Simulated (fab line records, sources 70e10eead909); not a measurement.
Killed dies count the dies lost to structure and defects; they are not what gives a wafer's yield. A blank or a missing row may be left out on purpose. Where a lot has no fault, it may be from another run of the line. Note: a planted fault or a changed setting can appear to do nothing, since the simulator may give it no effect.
Which tool did it? -- flow nand-harc -- 13 lots, 39 wafers sampled, at 4 steps of a route of 1302

## WHAT THE GAUGES READ, wafer by wafer
The record holds no reading of a measuring or inspecting step that can be judged against a usual standard deviation.

## WHAT TOOL EACH LOT RAN ON (gives the tool, then ch and the chambers of the sampled wafers, and finally the start)
lot,NHARC_THIN_TSV_DEP_43,NHARC_THIN_TSV_ETCH_44,NHARC_THIN_TSV_ETCHBACK_48,NHARC_THIN_TSV_PVD_19
L609,"pecvd-02 ch 0,1,2, day 24 09:06","rie-diel-12 ch 0,1,2, day 24 10:13","rie-diel-09 ch 0,1,3, day 24 12:08","pvd-sputter-01, no start"
L607,"pecvd-04 ch 0,2, day 24 10:11","rie-diel-12 ch 0,1,3, day 24 11:17","rie-diel-09 ch 0,1,3, day 24 13:16","pvd-sputter-02, no start"
L610,"pecvd-01 ch 0,1,2, day 24 20:47","rie-diel-09 ch 0,2,3, day 24 21:53","rie-diel-12 ch 1,2,3, day 25 00:02","pvd-sputter-03, no start"
L611,"pecvd-01 ch 0,1, day 25 23:44","rie-diel-12 ch 0,1,2, day 26 00:41","rie-diel-12 ch 0,2,3, day 26 02:40","pvd-sputter-01, no start"
L612,"pecvd-01 ch 0,1,2, day 26 01:08","rie-diel-04 ch 1,2, day 26 02:14","rie-diel-04 ch 0,1,3, day 26 04:17","pvd-sputter-03, no start"
L613,"pecvd-01 ch 1,2, day 27 01:04","rie-diel-04 ch 1,2, day 27 02:07","rie-diel-09 ch 1,2,3, day 27 04:08","pvd-sputter-02, no start"
L614,"pecvd-02 ch 0,2, day 27 17:23","rie-diel-09 ch 0,2, day 27 18:28","rie-diel-04 ch 0,1, day 27 20:28","pvd-sputter-03, no start"
L615,"pecvd-04 ch 0,2, day 27 22:58","rie-diel-09 ch 0,2,3, day 27 23:57","rie-diel-12 ch 1,2, day 28 01:56","pvd-sputter-02, no start"
L617,"pecvd-02 ch 0,1,2, day 28 10:35","rie-diel-04 ch 2,3, day 28 11:42","rie-diel-12 ch 2,3, day 28 13:40","pvd-sputter-01, no start"
L623,"pecvd-04 ch 1,2, day 30 23:53","rie-diel-04 ch 0,1,3, day 31 00:53","rie-diel-12 ch 0,2,3, day 31 02:50","pvd-sputter-02, no start"
L627,"pecvd-02 ch 0,1, day 32 10:43","rie-diel-12 ch 1,2, day 32 11:44","rie-diel-09 ch 1,3, day 32 13:47","pvd-sputter-01, no start"
L628,"pecvd-02 ch 1,2, day 32 21:53","rie-diel-12 ch 1,3, day 32 22:53","rie-diel-04 ch 0,3, day 33 00:57","pvd-sputter-03, no start"
L630,"pecvd-02 ch 0,1,2, day 33 20:42","rie-diel-12 ch 0,1,2, day 33 21:47","rie-diel-12 ch 0,1,3, day 33 23:47","pvd-sputter-02, no start"
- NHARC_THIN_TSV_DEP_43: deposits SiO2, target thk 1328.5 nm.
- NHARC_THIN_TSV_ETCH_44: etches the open film in CF4/O2, target depth 1594.2 nm, time 797.1 s.
- NHARC_THIN_TSV_ETCHBACK_48: etches the open film in C4F8/Ar, target depth 1028.5 nm, time 405.17 s.
- NHARC_THIN_TSV_PVD_19: deposits TaN, target thk 20 nm.

## WHAT THE TOOLS THEMSELVES READ (means of the sampled wafers that have a number; where no wafer has one, the mark that the record gives instead)
NHARC_THIN_TSV_DEP_43. Usual: rf-fwd-power-W 898.9 W, standard deviation 2.9; throttle-valve-pct 16.2 %, standard deviation 0.84.
lot,tool,rf-fwd-power-W (W),throttle-valve-pct (%),flag
L609,pecvd-02,896.4,16.5,
L607,pecvd-04,901.3,16.0,
L610,pecvd-01,898.3,15.7,
L611,pecvd-01,898.3,15.6,
L612,pecvd-01,900.8,15.8,
L613,pecvd-01,898.0,16.3,
L614,pecvd-02,899.1,16.0,
L615,pecvd-04,900.1,15.7,
L617,pecvd-02,899.5,16.5,
L623,pecvd-04,899.9,15.8,
L627,pecvd-02,900.1,16.3,
L628,pecvd-02,896.4,16.9,
L630,pecvd-02,900.7,16.2,

NHARC_THIN_TSV_ETCH_44. Usual: chamber-pressure-mTorr 29.998 mTorr, standard deviation 0.027; drypump-motor-current-A 5.7 A, standard deviation 0.57; mfc-ar-sccm 0.010 sccm, standard deviation 0.014; oes-product-au 1.003 a.u., standard deviation 0.01; rf-fwd-power-W 299.7 W, standard deviation 0.94; rf-vpp-V 794 V, standard deviation 3.8; run-length-s 818.3 s, standard deviation 0.54; showerhead-plenum-p-Torr 1.82 Torr, standard deviation 0.061; throttle-valve-pct 16.914 %, standard deviation 0.0095.
lot,tool,chamber-pressure-mTorr (mTorr),drypump-motor-current-A (A),mfc-ar-sccm (sccm),oes-product-au (a.u.),rf-fwd-power-W (W),rf-vpp-V (V),run-length-s (s),showerhead-plenum-p-Torr (Torr),throttle-valve-pct (%),flag
L609,rie-diel-12,29.997,5.8,0.020,1.000,300.2,794,818.4,1.82,16.918,
L607,rie-diel-12,30.012,5.9,0.009,0.997,300.0,796,818.3,1.85,16.911,
L610,rie-diel-09,29.996,5.3,0.011,0.994,299.9,795,818.2,1.84,16.914,
L611,rie-diel-12,30.028,5.8,0.020,1.014,300.1,794,818.7,1.82,16.912,
L612,rie-diel-04,29.986,6.2,0.019,0.999,299.1,789,817.6,1.73,16.904,
L613,rie-diel-04,30.008,6.2,0.019,0.994,299.1,788,817.8,1.73,16.917,
L614,rie-diel-09,29.976,5.6,0.011,0.998,299.4,795,818.1,1.84,16.926,
L615,rie-diel-09,29.998,5.3,0.011,0.996,300.1,795,818.3,1.84,16.916,
L617,rie-diel-04,30.003,5.6,0.009,1.004,299.9,795,818.0,1.83,16.914,
L623,rie-diel-04,29.998,5.3,0.000,1.005,299.7,794,753.9,1.83,16.915,OFF
L627,rie-diel-12,30.002,6.2,0.021,1.009,299.7,791,818.8,1.78,16.912,
L628,rie-diel-12,29.962,6.3,0.000,1.011,300.1,794,818.1,1.82,16.908,
L630,rie-diel-12,29.986,5.8,0.020,1.007,299.0,793,818.4,1.82,16.904,

NHARC_THIN_TSV_ETCHBACK_48. Usual: chamber-pressure-mTorr 25.000 mTorr, standard deviation 0.021; oes-product-au 0.95 a.u., standard deviation 0.033; rf-fwd-power-W 599.0 W, standard deviation 1.8; rf-vpp-V 546.7 V, standard deviation 2.6.
lot,tool,chamber-pressure-mTorr (mTorr),oes-product-au (a.u.),rf-fwd-power-W (W),rf-vpp-V (V),flag
L609,rie-diel-09,25.004,0.92,598.7,547.2,
L607,rie-diel-09,25.004,0.92,596.7,547.0,
L610,rie-diel-12,25.007,0.92,598.1,546.7,
L611,rie-diel-12,25.025,0.92,598.8,546.4,
L612,rie-diel-04,24.987,0.97,598.2,546.9,
L613,rie-diel-09,25.026,0.92,598.0,548.2,
L614,rie-diel-04,25.009,0.98,598.4,546.4,
L615,rie-diel-12,24.986,1.01,598.6,544.1,
L617,rie-diel-12,25.002,0.98,598.1,546.6,
L623,rie-diel-12,25.010,0.94,598.4,546.8,
L627,rie-diel-09,24.995,0.91,598.5,549.6,
L628,rie-diel-04,25.012,0.93,599.2,547.1,
L630,rie-diel-12,24.998,0.94,599.0,548.4,

NHARC_THIN_TSV_PVD_19. Usual: throttle-valve-pct 30.2 %, standard deviation 1.1.
lot,tool,throttle-valve-pct (%),flag
L609,pvd-sputter-01,30.8,
L607,pvd-sputter-02,30.3,
L610,pvd-sputter-03,29.0,
L611,pvd-sputter-01,31.2,
L612,pvd-sputter-03,29.8,
L613,pvd-sputter-02,30.4,
L614,pvd-sputter-03,29.6,
L615,pvd-sputter-02,31.2,
L617,pvd-sputter-01,30.8,
L623,pvd-sputter-02,31.5,
L627,pvd-sputter-01,30.9,
L628,pvd-sputter-03,29.6,
L630,pvd-sputter-02,31.2,

## THE ANSWER, worked out from the rows above alone
Rule: take the mean of a lot's wafers that have a number; if it is more than 3 standard deviations from the usual mean, the lot is off. A lot without any number at a reading at which 4 lots or more have one is off too. Any other lot the step has rows for is counted as sound. First the gauges in route order, then the tools' own readings, where a lot's mean is used as printed above. The first step at which some lot is off is used, and at that step the reading that is off furthest; a lot without a number counts as furthest.
Off at NHARC_THIN_TSV_ETCH_44 (run-length-s): L623.
A tool fits if, at that step or a process step before it, it ran every lot that is off, and no sound lot after the first of them. Can't be told from this: 2 tools fit, pecvd-04 at NHARC_THIN_TSV_DEP_43, rie-diel-04 at NHARC_THIN_TSV_ETCH_44.

## WHAT HAD BEEN PUT IN BY THE SIMULATOR
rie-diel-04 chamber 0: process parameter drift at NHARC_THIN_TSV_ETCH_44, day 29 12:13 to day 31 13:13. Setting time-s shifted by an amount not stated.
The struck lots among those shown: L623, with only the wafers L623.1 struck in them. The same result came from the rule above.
